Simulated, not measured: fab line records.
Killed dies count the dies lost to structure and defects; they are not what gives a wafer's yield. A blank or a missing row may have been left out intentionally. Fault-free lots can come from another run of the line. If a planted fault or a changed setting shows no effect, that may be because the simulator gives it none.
A struck lot beside a sound one / flow n5-finfet / 25 out of 1938 route steps
Sound: the wafers L923.1, L923.5, L923.6. Wafers L935.2, L935.3, L935.5 were the ones struck. Last of all comes the cause.
Each step with rows lists, per side, the tool, then ch with its chambers, then its first start. Under that, the readings that differ: sound wafers / struck wafers / difference of the means / sigmas: that difference in standard deviations of wafers without a fault.
alike: same words and numbers on both sides, and readings whose means sit less than 2 such deviations apart. not compared: any withheld reading, any reading some wafer has no value for, any bound like >300 that may hide the same value, and any number with overlapping values for which the record gives no deviation.
A row with sigmas, a row that says differs or no value, or rows on one side alone: a step with any of these is where the two part. Numbers that have no deviation but don't overlap get no sigmas and don't part them. Lack of a reading on every wafer of one side parts them only where that side has two or more wafers.

first, 1 step without rows for these wafers: N5_BEOL_M5_ETCH_72 (etches underlayer in N2/H2, target depth 6.5 nm, time 5.2 s).
N5_BEOL_M5_ETCH_61: etches SiARC in CF4, target depth 15.6 nm, time 26 s.
  sound on rie-diel-06 ch 0,2,3, day 9 19:34; struck on rie-diel-06 ch 1,3, day 13 02:28
  alike: drypump-motor-current-A, etch-rf-on-time-s, oes-product-au, rf-vpp-V, showerhead-plenum-p-Torr, throttle-valve-pct
  not compared: rf-hours-counter-h
then, 3 steps without rows for these wafers: N5_BEOL_M5_ETCH_62 (etches SOC in N2/H2, target depth 75 nm, overetch 15 nm, time 112.5 s); N5_BEOL_M5_STRIP_63 (strips in N2/H2); N5_BEOL_M5_STRIP_73 (strips in N2/H2).
N5_BEOL_M5_STRIP_64: strips in CF4.
  sound on rie-diel-06 ch 0,2,3, day 9 19:43; struck on rie-diel-06 ch 1,3, day 13 02:38
  alike: drypump-motor-current-A, oes-product-au, rf-vpp-V, showerhead-plenum-p-Torr, throttle-valve-pct
  not compared: rf-hours-counter-h
then, 1 step without rows for these wafers: N5_BEOL_M5_HM_OPEN_17 (chemistry Cl2/BCl3, target TiN, target depth 20 nm, overetch 6 nm).
N5_BEOL_M5_STRIP_19: strips in O2.
  sound on rie-diel-02 ch 1,2,3, day 9 19:52; struck on rie-diel-06 ch 0,3, day 13 02:53
  alike: drypump-motor-current-A, oes-product-au, rf-vpp-V, showerhead-plenum-p-Torr, temp-c, throttle-valve-pct
  not compared: rf-hours-counter-h
N5_BEOL_M5_CD_MEAS_18: pitch 56 nm, target cd 28 nm.
  sound on cd-sem-01, day 9 19:56; struck on cd-sem-01, day 13 02:57
  alike: cd-nm
then, 3 steps without rows for these wafers: N5_BEOL_M5_COAT_65 (time 60 s, resist thk 60 nm); N5_BEOL_M5_COAT_66 (time 60 s, resist thk 12 nm); N5_BEOL_M5_COAT_74 (time 60 s, resist thk 5 nm).
N5_BEOL_M5_COAT_22: resist thk 30 nm.
  sound on litho-track-03 ch 0, day 9 21:58; struck on litho-track-03 ch 0, day 13 04:10
reading=spin-speed-rpm (rpm); sound=1500.4 1499.3 1499.7; struck=1459.8 1458.0 1461.2; difference=-40.1; sigmas=-41
reading=model.CAR-EUV_of_BEOL_M5_COAT_22.thk-nm (nm); sound=30.2 30.2 30.2; struck=30.4 30.4 30.4; difference=+0.2; sigmas=
  alike: chill-plate-temp-C
then, 5 steps without rows for these wafers: N5_BEOL_M5_EBR_24; N5_BEOL_M5_SOFTBAKE_23 (time 60 s); N5_BEOL_M5_EXPOSE_25 (exposes mask V4, defocus 10 nm); N5_BEOL_M5_PEB_26 (peb time 60 s); N5_BEOL_M5_DEVELOP_27 (develop time 30 s).
N5_BEOL_M5_CD_MEAS_28: target cd 30.6 nm, target cd y 20 nm.
  sound on cd-sem-01 ch 0, day 9 22:26; struck on cd-sem-01 ch 0, day 13 04:31
  alike: cd-nm
N5_BEOL_M5_OVL_MEAS_29:
  sound on overlay-02 ch 0, day 9 22:28; struck on overlay-01 ch 0, day 13 04:33
  alike: V4_OVL
N5_BEOL_M5_INSPECT_30: inspects for defects (brightfield).
  sound on defect-inspect-01, day 9 22:31; struck on defect-inspect-01, day 13 04:36
  alike: raw-defect-count
then, 1 step without rows for these wafers: N5_BEOL_M5_DESCUM_33 (chemistry O2, time 7 s).
N5_BEOL_M5_ETCH_75: etches underlayer in N2/H2, target depth 6.5 nm, time 5.2 s.
  sound on rie-diel-02 ch 0,3, day 9 22:48; struck on rie-diel-06 ch 0,2, day 13 04:40
  alike: drypump-motor-current-A, etch-rf-on-time-s, oes-product-au, rf-vpp-V, showerhead-plenum-p-Torr, throttle-valve-pct
  not compared: rf-hours-counter-h
N5_BEOL_M5_ETCH_67: etches SiARC in CF4, target depth 15.6 nm, time 26 s.
  sound on rie-diel-02 ch 0,3, day 9 22:49; struck on rie-diel-06 ch 0,2, day 13 04:41
  alike: drypump-motor-current-A, etch-rf-on-time-s, oes-product-au, rf-vpp-V, showerhead-plenum-p-Torr, throttle-valve-pct
  not compared: rf-hours-counter-h, model.CAR-EUV_of_BEOL_M5_COAT_22.thk-nm
N5_BEOL_M5_ETCH_68: etches SOC in N2/H2, target depth 80 nm, overetch 16 nm, time 120 s.
  sound on rie-diel-02 ch 0,3, day 9 22:51; struck on rie-diel-06 ch 0,2, day 13 04:43
  alike: drypump-motor-current-A, oes-product-au, rf-vpp-V, showerhead-plenum-p-Torr, temp-c, throttle-valve-pct
  not compared: rf-hours-counter-h

== WHERE THEY PART ==
N5_BEOL_M5_COAT_22 only, going by this record. Later steps at which nothing parts them and some readings are alike: N5_BEOL_M5_CD_MEAS_28, N5_BEOL_M5_OVL_MEAS_29, N5_BEOL_M5_INSPECT_30, N5_BEOL_M5_ETCH_75, N5_BEOL_M5_ETCH_67, N5_BEOL_M5_ETCH_68.

WHY: what the simulator had put in
Process parameter drift: litho-track-03, from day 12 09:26 on, at N5_BEOL_M5_COAT_22. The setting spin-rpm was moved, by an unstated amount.
